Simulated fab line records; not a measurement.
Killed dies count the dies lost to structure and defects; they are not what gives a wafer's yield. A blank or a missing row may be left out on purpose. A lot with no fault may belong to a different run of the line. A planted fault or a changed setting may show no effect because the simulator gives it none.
8D (eight disciplines) problem report, filled in by code    flow nand-harc    the parts of the form that need people (team, actions taken, sign-off) are left out

## 1. THE PROBLEM
oes-product-au at NHARC_A_WL_FILL_ETCHBACK_26 reads a mean of 0.811 a.u. on 2 wafers of 2 lots; wafers without a fault read 1.001 a.u. with a standard deviation of 0.0071. That is -27 standard deviations from the usual mean.
The step: etches the open film in HBr, target depth 52 nm, time 13.3 s.
Seen first at day 17 11:18 on rie-si-05, wafer L231.4. Wafers with a number at this step in the record: 39, from 13 lots. Rule for "out", or "out of limits": more than 4 standard deviations from the usual mean. Any other wafer with a number is counted as sound.

## 2. WHAT IT IS, AND WHAT IT ISN'T
question                     is                 is not
which readings at this step  oes-product-au     bias-w, drypump-motor-current-A, throttle-valve-pct
which lots                   L231, L232         L223, L224, L225, L226, L230, L237, L239, L242, L244, L245, L246
which wafers of those lots   L231.4, L232.5     L231.1, L231.5, L232.1, L232.6
read on which tools          rie-si-05          rie-si-02, rie-si-06
when                         from day 17 11:18  up to then (17 sound wafers); but 20 sound wafers of L232, L237, L239, L242, L244, L245, L246 came after

## 3. SUSPECTS, AND WHAT RULES EACH OUT
Counting: a tool at a process step up to the reading stays a suspect if it ran every lot that is out. Sound lots after the first of them don't rule it out here, since some wafers of a struck lot are sound.
- rtp-anneal-02 at NHARC_A_WL_FILL_RTA_01 (time 5 s): kept. It ran every lot that is out, first L231 (day 16 11:08); its last sound lot up to then is L225 (day 15 12:19).
- rie-si-05 at NHARC_A_WL_FILL_ETCHBACK_26 (etches the open film in HBr, target depth 52 nm, time 13.3 s): kept. It ran every lot that is out, first L231 (day 17 11:18); its last sound lot up to then is L226 (day 16 09:31). On those wafers its own readings are out: oes-product-au.
- In rie-si-05 at NHARC_A_WL_FILL_ETCHBACK_26, the wafers that are out were processed in chamber 3 and their sound lot-mates in chambers 0, 1.
Left after counting: rtp-anneal-02 at NHARC_A_WL_FILL_RTA_01, rie-si-05 at NHARC_A_WL_FILL_ETCHBACK_26.

## 4. THE CAUSE (what the simulator had put in)
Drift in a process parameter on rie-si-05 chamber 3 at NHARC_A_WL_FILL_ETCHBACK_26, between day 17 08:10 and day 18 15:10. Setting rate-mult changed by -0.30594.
2 suspects survive the count, and this tool is in that group.

## 5. THE EFFECT CHAIN, in route order
Each row: a reading whose mean over the struck wafers that have a number lies more than 3 standard deviations from the usual. Readings are gone through only where the record gives a usual standard deviation; hours: the median, over the lots, of the time from a lot's start at the first step in this table giving one to that lot's start at this step; sigmas: the change measured in usual standard deviations.
hours  step                         reading         usual       on struck wafers  change  sigmas
0      NHARC_A_WL_FILL_ETCHBACK_26  oes-product-au  1.001 a.u.  0.811             -0.189  -27
The process steps in it:
- NHARC_A_WL_FILL_ETCHBACK_26: etches the open film in HBr, target depth 52 nm, time 13.3 s.

## 6. HOW IT WOULD HAVE BEEN CAUGHT EARLIER
The fault began at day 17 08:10; the first out-of-limits reading in this record came at day 17 11:18, 3 hours later.
